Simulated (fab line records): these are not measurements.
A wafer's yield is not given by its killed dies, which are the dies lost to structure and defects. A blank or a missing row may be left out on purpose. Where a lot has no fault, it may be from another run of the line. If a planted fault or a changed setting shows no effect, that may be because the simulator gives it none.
Comparing a struck lot with a sound one ; flow nand harc ; 15 out of 1159 route steps
Sound: these wafers, L560.4, L560.5, L560.6. Struck: wafers L562.2, L562.3, L562.4. Last of all comes the cause.
Order at every step that has rows: each side's tool, ch and its chambers, its first start. Under that, the readings that differ: sound wafers ; struck wafers ; difference of the means ; sigmas: that difference in standard deviations of wafers without a fault.
alike: words and numbers the same on both sides, and readings whose means are apart by under 2 such deviations; not compared: readings that were withheld, readings missing a value for some wafer, numbers with overlapping values and no deviation given by the record, and bounds like >300 which may hide the same value.
Wherever a step has rows on one side only, a row that says differs or no value, or a row with sigmas, the two part there. Numbers that don't overlap but have no deviation are shown without sigmas and don't part them. A reading missing from all wafers of one side parts the sides only when that side holds two or more wafers.

first, 9 steps without rows for these wafers: NHARC_P_ZERO_WELL_STRIP_15 (strips in SPM, time 900 s); NHARC_P_ZERO_WELL_DEHYDRATE_16 (time 120 s); NHARC_P_ZERO_WELL_HMDS_17 (time 30 s); NHARC_P_ZERO_WELL_COAT_18; NHARC_P_ZERO_WELL_SOFTBAKE_19 (time 95 s); NHARC_P_ZERO_WELL_EBR_20; NHARC_P_ZERO_WELL_EXPOSE_21 (exposes mask P NWELL, target cd 720 nm); NHARC_P_ZERO_WELL_PEB_22 (peb time 85 s); NHARC_P_ZERO_WELL_DEVELOP_23 (time 70 s).
NHARC_P_ZERO_WELL_CD_MEAS_24 targets a cd of 720 nm.
  sound on cd sem-02 ch 0, day 1 20:28; struck on cd sem-01 ch 0, day 2 08:29
  alike: cd nm
then, 1 step without rows for these wafers: NHARC_P_ZERO_WELL_HARDBAKE_25 (time 80 s).
NHARC_P_ZERO_WELL_DESCUM_26: chemistry O2, time 3 s.
  sound on rie diel-07 ch 0,1, day 1 20:37; struck on rie diel-07 ch 0,2,3, day 2 08:40
  alike: drypump motor current A, oes product au, rf vpp V, showerhead plenum p Torr, throttle valve pct
  not compared: rf hours counter h
NHARC_P_ZERO_WELL_IMPLANT_27:
  sound on implanter-01 ch 0, day 1 20:52; struck on implanter-01 ch 0, day 2 09:33
  alike: dose ions cm2, tilt deg
next, for these wafers, 1 step has no rows: NHARC_P_ZERO_WELL_IMPLANT_57.
-- break in the record here, with 18 days between the starts of the struck wafers on either side (left off in module P_ZERO_WELL, picked up again in module END, where the first step shown is number 1159 on the route) --
NHARC_END_SORT_01:
  sound on prober-02 ch 0, day 20 12:56; struck on prober-02 ch 0, day 20 19:15
reading;sound;struck;difference;sigmas
killed at other;1 1 0;2 2 3;+2;+2
  alike: killed at array, killed at periphery, killed dies, killed open, killed short

== WHERE THEY PART ==
NHARC_END_SORT_01 only, going by this record.

WHY: what the simulator had put in
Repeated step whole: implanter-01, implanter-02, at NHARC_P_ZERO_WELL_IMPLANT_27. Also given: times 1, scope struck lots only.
